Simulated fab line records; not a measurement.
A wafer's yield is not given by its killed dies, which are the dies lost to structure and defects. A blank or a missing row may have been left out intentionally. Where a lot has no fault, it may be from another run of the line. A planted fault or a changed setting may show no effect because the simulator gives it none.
Lot-split experiment + flow n5 finfet + 7 lots, 21 wafers read, on a route of 1938 steps

SPLIT DETAILS
At N5_BEOL_M0_ETCH_138 (etches SiCN in CH3F/O2, target depth 12 nm, time 31.6 s), the setting source w was moved away from the recipe's 395 W on 3 of the 21 wafers read, by -16.4% to +4.7%. All remaining wafers had this setting at the recipe value.

The reading is taken at the split's own step.

THE READING
rf vpp V, in V, at N5_BEOL_M0_ETCH_138 (etches SiCN in CH3F/O2, target depth 12 nm, time 31.6 s). A value of 297.6 V with a standard deviation of 1.7 V is what fault-free wafers of this fab line usually give.

| wafer  | tool, chamber at the split | source w as run, W | against the recipe | rf vpp V, V | against lot-mates on the recipe |
|--------|----------------------------|--------------------|--------------------|-------------|---------------------------------|
| L075.3 | rie diel-05, 1             | 395                | recipe             | 296.5       | -                               |
| L075.4 | rie diel-05, 1             | 395                | recipe             | 295.9       | -                               |
| L075.6 | rie diel-05, 0             | 395                | recipe             | 298.1       | -                               |
| L078.3 | rie diel-05, 1             | 395                | recipe             | 295.7       | -                               |
| L078.4 | rie diel-05, 2             | 395                | recipe             | 299.5       | -                               |
| L078.6 | rie diel-05, 0             | 413.7              | +4.7%              | 294.9       | -2.7                            |
| L079.3 | rie diel-04, 0             | 395                | recipe             | 296.0       | -                               |
| L079.4 | rie diel-04, 2             | 395                | recipe             | 296.6       | -                               |
| L079.6 | rie diel-04, 2             | 395                | recipe             | 296.4       | -                               |
| L080.1 | rie diel-04, 1             | 330.2              | -16.4%             | 317.2       | +21.3                           |
| L080.2 | rie diel-04, 3             | 330.2              | -16.4%             | 312.6       | +16.7                           |
| L080.4 | rie diel-04, 2             | 395                | recipe             | 295.9       | -                               |
| L086.2 | rie diel-05, 1             | 395                | recipe             | 294.5       | -                               |
| L086.3 | rie diel-05, 3             | 395                | recipe             | 300.9       | -                               |
| L086.5 | rie diel-05, 0             | 395                | recipe             | 297.9       | -                               |
| L090.1 | rie diel-02, 2             | 395                | recipe             | 298.6       | -                               |
| L090.4 | rie diel-02, 0             | 395                | recipe             | 295.8       | -                               |
| L090.6 | rie diel-02, 2             | 395                | recipe             | 299.2       | -                               |
| L093.1 | rie diel-02, 2             | 395                | recipe             | 299.3       | -                               |
| L093.2 | rie diel-02, 1             | 395                | recipe             | 298.8       | -                               |
| L093.6 | rie diel-02, 3             | 395                | recipe             | 298.7       | -                               |

FIT RESULTS
A straight line over all 21 wafers: rf vpp V changes by -1.03 V for each +1% of source w; r = -0.94; the points scatter about the line by 1.9 V.
The same after taking each lot's own level away (the mean of its wafers on the recipe; 21 wafers): -1.13 V for each +1%; r = -0.96; scatter 1.7 V.
According to that fit, moving source w by its largest amount changes the reading by 18 V.
The lots' own levels span 295.90 to 298.93 V, that is 1.8 times the standard deviation above.
Consequently the slope shifts little with the lot-to-lot level, the two slopes agreeing.
Check: with one of the wafers moved furthest among these (-16.4%) left out of the fit, the line predicts +16.2 V for it against its lot-mates. Against them it came out at +21.3 V.
Tool readings at the split's step, against how far the setting was moved: rf vpp V r = -0.94.

THESE WAFERS: OTHER SPLITS
Note: prior to the reading, these wafers also went through further splits. Each is held against what the fit with the lots' levels taken away leaves over:
| other split on the same wafers       | wafers away from the commonest value | r with rf vpp V (lot level and that fit taken away) |
|--------------------------------------|--------------------------------------|-----------------------------------------------------|
| N5_HKMG_FIN_ETCH_31 bias w           | 10                                   | +0.10                                               |
| N5_MOL_CONTACT_COAG_ETCH_105 bias w  | 6                                    | +0.13                                               |
| N5_MOL_CONTACT_COAG_PECVD_31 time s  | 5                                    | -0.04                                               |
| N5_MOL_CONTACT_COAG_COAT_76 spin rpm | 8                                    | +0.09                                               |
| N5_BEOL_M0_SAQP_PECVD_00 time s      | 8                                    | -0.04                                               |
| N5_BEOL_M0_SAQP_COAT_81 spin rpm     | 11                                   | -0.08                                               |
| N5_BEOL_M0_CUTY_EXPOSE_54 dose mj    | 4                                    | -0.21                                               |

THE FILE'S OWN FIT
rf vpp V changes by -1.11 V for each +1% of source w, r = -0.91.
